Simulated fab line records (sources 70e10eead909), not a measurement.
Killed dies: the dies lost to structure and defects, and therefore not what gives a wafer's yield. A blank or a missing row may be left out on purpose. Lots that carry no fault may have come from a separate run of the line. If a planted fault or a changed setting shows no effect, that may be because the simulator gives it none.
A struck lot beside a sound one :: flow nand harc :: 16 out of 1302 route steps
Sound: wafers L653.1, L653.3, L653.5. Struck: wafers L668.2, L668.5, L668.6. The cause is given at the end.
Each step with rows lists, per side, the tool, then ch with its chambers, then its first start. Under that, the readings that differ: sound wafers :: struck wafers :: difference of the means :: sigmas: that difference in standard deviations of wafers without a fault.
alike: words and numbers the same on both sides, and readings whose means are apart by under 2 such deviations; not compared: readings that were withheld, readings missing a value for some wafer, numbers with overlapping values and no deviation given by the record, and bounds like >300 which may hide the same value.
Wherever a step has rows on one side only, a row that says differs or no value, or a row with sigmas, the two part there. Non-overlapping numbers with no deviation appear without sigmas and do not part them. Lack of a reading on every wafer of one side parts them only where that side has two or more wafers.

NHARC_A_ONON_D2_THK_MEAS_02: measures by ellipsometry.
  struck on film metro-01, day 19 19:03; sound on film metro-01, day 13 15:17
reading: thk nm (nm)
sound: 988 988 987
struck: 1013 1014 1013
difference: +26
sigmas: +3
next comes 1 step that has no rows for these wafers: NHARC_A_ONON_D2_DEP_03 (target thickness 1000 nm).
NHARC_A_ONON_D2_THK_MEAS_05: measures by ellipsometry.
  struck on film metro-02, day 19 19:37; sound on film metro-01, day 13 15:52
  alike: thk nm
next comes 1 step that has no rows for these wafers: NHARC_A_ONON_D2_DEP_06 (target thickness 1000 nm).
NHARC_A_ONON_D2_THK_MEAS_08: measures by ellipsometry.
  struck on film metro-01, day 19 20:11; sound on film metro-02, day 13 16:25
  alike: thk nm
next comes 1 step that has no rows for these wafers: NHARC_A_ONON_D2_DEP_09 (target thickness 1000 nm).
NHARC_A_ONON_D2_THK_MEAS_11: measures by ellipsometry.
  struck on film metro-01, day 19 20:45; sound on film metro-01, day 13 16:59
  alike: thk nm
next comes 1 step that has no rows for these wafers: NHARC_A_ONON_D2_DEP_12 (target thickness 1000 nm).
NHARC_A_ONON_D2_THK_MEAS_14: measures by ellipsometry.
  struck on film metro-01, day 19 21:19; sound on film metro-02, day 13 17:33
reading: thk nm (nm)
sound: 986 986 986
struck: 1007 1007 1007
difference: +21
sigmas: +2
then, 2 steps without rows for these wafers: NHARC_A_ONON_D2_ANNEAL_15 (time 3600 s); NHARC_A_ONON_D2_DEP_16 (target thk 1000 nm).
NHARC_A_ONON_D2_THK_MEAS_18: measures by ellipsometry.
  struck on film metro-02, day 20 03:41; sound on film metro-02, day 14 01:46
  alike: thk nm
NHARC_A_ONON_D2_DEP_19: target thk 1000 nm.
  sound on pecvd onon-01 ch 0, day 14 01:49; struck on pecvd onon-04 ch 0, day 20 03:49
  alike: n2 flow sccm
NHARC_A_ONON_D2_THK_MEAS_21: measures by ellipsometry.
  struck on film metro-02, day 20 04:16; sound on film metro-02, day 14 02:22
reading: thk nm (nm)
sound: 1013 1015 1012
struck: 1640 1640 1641
difference: +627
sigmas: +66
next comes 1 step that has no rows for these wafers: NHARC_A_ONON_D2_DEP_22 (target thickness 1000 nm).
-- break in the record here, with 12 days between the starts of the struck wafers on either side (left off in module A_ONON_D2, picked up again in module END, where the first step shown is number 1302 on the route) --
NHARC_END_SORT_01:
  only the struck wafers appear in the record here, on prober-01 ch 0 at day 32 11:30; the sound ones have no rows

== WHERE THEY PART ==
Earliest at NHARC_A_ONON_D2_THK_MEAS_02; latest, in this record, at NHARC_END_SORT_01.

WHY: what the simulator had put in
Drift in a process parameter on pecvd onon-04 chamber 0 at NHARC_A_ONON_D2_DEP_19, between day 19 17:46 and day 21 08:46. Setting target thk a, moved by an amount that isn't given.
